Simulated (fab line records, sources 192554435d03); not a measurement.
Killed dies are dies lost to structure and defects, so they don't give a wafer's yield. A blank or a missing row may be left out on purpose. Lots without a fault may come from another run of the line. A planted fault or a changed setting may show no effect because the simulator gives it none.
Problem report in the 8D (eight disciplines) form, filled by code | flow n5_finfet | the parts of the form that need people (team, actions taken, sign-off) are left out

1. THE PROBLEM
exposure_dose_mJ_cm2 at N5_GATE_CUT_EXPOSE_10 reads a mean of 44.66 on 9 wafers of 3 lots; wafers without a fault read 43.15 with a standard deviation of 0.052. That is +29 standard deviations from the usual mean.
The step: exposes mask GATE CUT, target cd 20 nm.
First seen on wafer L125.1, day 9 04:49, on euv_scanner-01. The record holds 21 wafers of 7 lots with a number at this step. Rule for "out", or "out of limits": more than 4 standard deviations from the usual mean. The other wafers with a number count as sound.

2. WHAT IT IS AND WHAT IT IS NOT
question                    | is                     | is not
which readings at this step | exposure_dose_mJ_cm2   | -
which lots                  | L125, L126, L127       | L117, L121, L122, L130
which wafers of those lots  | all that have a number | -
read on which tools         | euv_scanner-01         | euv_scanner-02
when                        | from day 9 04:49       | up to then (9 sound wafers); but 3 sound wafers of L130 came after

3. SUSPECTS, AND WHAT RULES EACH OUT
Counting: a tool at a process step up to the reading stays a suspect if it ran every lot that is out and no sound lot after the first of them.
- euv_scanner-01 at N5_GATE_CUT_EXPOSE_10 (exposes mask GATE CUT, target cd 20 nm): kept. It ran every lot that is out, first L125 (day 9 04:49), and no sound lot after that; its last sound lot up to then is L121 (day 8 01:11). Its own readings are out on those wafers: exposure_dose_mJ_cm2.
Left after counting: euv_scanner-01 at N5_GATE_CUT_EXPOSE_10.

4. THE CAUSE (what the simulator had put in)
Process parameter drift: euv_scanner-01, from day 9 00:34 on, at N5_GATE_CUT_EXPOSE_10. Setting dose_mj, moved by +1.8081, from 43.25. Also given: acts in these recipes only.
Counting left only this tool.

5. THE CHAIN OF EFFECTS, in route order
Each row: a reading whose mean over the struck wafers that have a number lies more than 3 standard deviations from the usual. Only readings for which the record gives a usual standard deviation are gone through. hours: the time from each lot's start at the first step in this table that gives one to its start at this step, as a median over the lots. sigmas: the change in usual standard deviations.
hours | step                  | reading              | usual | on struck wafers | change | sigmas
0     | N5_GATE_CUT_EXPOSE_10 | exposure_dose_mJ_cm2 | 43.15 | 44.66            | +1.51  | +29
The process steps in it:
- N5_GATE_CUT_EXPOSE_10: exposes mask GATE CUT, target cd 20 nm.
Later measuring or inspecting steps at which every struck wafer that the step has a row for has a number for every such reading, and none has moved that far: N5_GATE_CUT_CD_MEAS_13, N5_GATE_CUT_OVL_MEAS_14, N5_GATE_CUT_INSPECT_15.

6. WHAT WOULD HAVE CAUGHT IT SOONER
In this record the first reading out of limits was taken at day 9 04:49, 4 hours after the fault began at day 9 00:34.
